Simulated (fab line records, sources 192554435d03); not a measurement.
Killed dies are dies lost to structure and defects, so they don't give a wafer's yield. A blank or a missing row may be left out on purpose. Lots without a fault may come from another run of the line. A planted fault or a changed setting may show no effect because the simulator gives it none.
Chamber matching | flow n5_finfet | N5_HKMG_FIN_HK_ALD_01 on ald_hk-03: 4 sister chambers
The step deposits HfO2, target thk 1.6 nm, pulse time 3 s, purge time 3 s. 18 wafers are shown with their chamber, then 9 later ones without.

WAFERS WITH THEIR CHAMBER
wafer  | chamber | precursor_pulse_height_rel
L074.1 | 0       | 0.991
L074.2 | 3       | 0.998
L074.4 | 1       | 1.001
L080.3 | 0       | 1.010
L080.4 | 1       | 1.012
L080.5 | 3       | 0.978
L081.1 | 2       | 1.035
L081.5 | 0       | 1.018
L081.6 | 1       | 1.034
L087.4 | 1       | 1.013
L087.5 | 2       | 0.984
L087.6 | 1       | 1.003
L089.1 | 3       | 1.010
L089.3 | 0       | 0.993
L089.4 | 2       | 1.007
L090.1 | 0       | 1.021
L090.4 | 2       | 1.030
L090.6 | 3       | 1.008

SIGNATURES (means of the wafers above)
reading                    | chamber 0 | chamber 1 | chamber 2 | chamber 3 | scatter within a chamber
precursor_pulse_height_rel | 1.00660   | 1.01260   | 1.01400   | 0.99850   | 0.0164
Rule: a wafer's distance from a chamber is the root of the sum, over the readings, of the square of ((its reading less the chamber's mean) divided by the reading's scatter). The wafer belongs to the nearest chamber; if the next one is less than 2 further off, it can't be placed. The scatter: the root of (the sum of the squares of (reading less its chamber's mean) over the shown wafers, divided by (wafers less chambers)).

WAFERS WITHOUT THEIR CHAMBER
wafer  | precursor_pulse_height_rel
L091.2 | 0.993
L091.3 | 0.979
L091.5 | 1.032
L094.1 | 1.021
L094.4 | 1.006
L094.6 | 0.984
L095.1 | 0.960
L095.3 | 1.015
L095.4 | 0.981

WHICH CHAMBER EACH WENT THROUGH
wafer  | from the rows above               | in truth
L091.2 | can't be placed: 3 or 0 or 1 or 2 | 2
L091.3 | can't be placed: 3 or 0 or 1 or 2 | 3
L091.5 | can't be placed: 2 or 1 or 0 or 3 | 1
L094.1 | can't be placed: 2 or 1 or 0 or 3 | 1
L094.4 | can't be placed: 0 or 1 or 3 or 2 | 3
L094.6 | can't be placed: 3 or 0 or 1 or 2 | 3
L095.1 | can't be placed: 3 or 0 or 1 or 2 | 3
L095.3 | can't be placed: 2 or 1 or 0 or 3 | 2
L095.4 | can't be placed: 3 or 0 or 1 or 2 | 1
Placed correctly: 0 of 9. Can't be placed from these rows: 9 (the true chamber is among the candidates in 9). Placed wrongly: 0.
